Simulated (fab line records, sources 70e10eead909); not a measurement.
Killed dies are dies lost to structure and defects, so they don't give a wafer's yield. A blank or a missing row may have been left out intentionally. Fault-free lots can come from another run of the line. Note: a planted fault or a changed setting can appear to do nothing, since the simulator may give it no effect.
Chamber matching :: flow nandHarc :: 4 sister chambers for NHARC_P_BONDPAD_ETCH_37 on rieDiel-04
The step etches the open film in N2/H2, target depth 60 nm, overetch 18 nm, time 65.91 s. 8 wafers are shown with their chamber, then 7 later ones without.

== EACH WAFER AND ITS CHAMBER ==
wafer: L221.5
chamber: 0
drypumpMotorCurrentA (A): 5.7
showerheadPlenumPTorr (Torr): 2.00

wafer: L224.3
chamber: 3
drypumpMotorCurrentA (A): 6.3
showerheadPlenumPTorr (Torr): 1.89

wafer: L224.5
chamber: 1
drypumpMotorCurrentA (A): 5.1
showerheadPlenumPTorr (Torr): 1.95

wafer: L225.1
chamber: 3
drypumpMotorCurrentA (A): 6.2
showerheadPlenumPTorr (Torr): 1.89

wafer: L225.4
chamber: 2
drypumpMotorCurrentA (A): 5.7
showerheadPlenumPTorr (Torr): 2.10

wafer: L225.5
chamber: 1
drypumpMotorCurrentA (A): 5.1
showerheadPlenumPTorr (Torr): 1.95

wafer: L233.2
chamber: 2
drypumpMotorCurrentA (A): 5.7
showerheadPlenumPTorr (Torr): 2.10

wafer: L233.4
chamber: 0
drypumpMotorCurrentA (A): 5.7
showerheadPlenumPTorr (Torr): 1.99

== WAFERS MISSING THEIR CHAMBER ==
wafer: L233.5
drypumpMotorCurrentA (A): 5.7
showerheadPlenumPTorr (Torr): 2.09

wafer: L238.2
drypumpMotorCurrentA (A): 5.7
showerheadPlenumPTorr (Torr): 1.99

wafer: L238.4
drypumpMotorCurrentA (A): 6.3
showerheadPlenumPTorr (Torr): 1.88

wafer: L238.5
drypumpMotorCurrentA (A): 5.1
showerheadPlenumPTorr (Torr): 1.94

wafer: L239.3
drypumpMotorCurrentA (A): 6.2
showerheadPlenumPTorr (Torr): 1.88

wafer: L239.4
drypumpMotorCurrentA (A): 5.7
showerheadPlenumPTorr (Torr): 1.99

wafer: L239.5
drypumpMotorCurrentA (A): 5.1
showerheadPlenumPTorr (Torr): 1.94

== EACH ONE'S CHAMBER ==
wafer: L233.5
from the rows above: 2
in truth: 2

wafer: L238.2
from the rows above: 0
in truth: 0

wafer: L238.4
from the rows above: 3
in truth: 3

wafer: L238.5
from the rows above: 1
in truth: 1

wafer: L239.3
from the rows above: 3
in truth: 3

wafer: L239.4
from the rows above: 0
in truth: 0

wafer: L239.5
from the rows above: 1
in truth: 1
Correctly placed: 7 of 7. From these rows, 0 cannot be placed. Wrongly placed: 0.
How it was worked out, from the rows above alone: a wafer's distance from a chamber is the root of the sum, over the readings, of the square of ((its reading less the chamber's mean) divided by the reading's scatter). The wafer belongs to the nearest chamber; if the next one is less than 2 further off, it can't be placed. The mean given for a chamber averages the wafers shown for that chamber. The scatter is the square root of a quotient: the sum, over the shown wafers, of each reading's squared deviation from its chamber's mean, divided by wafers minus chambers.
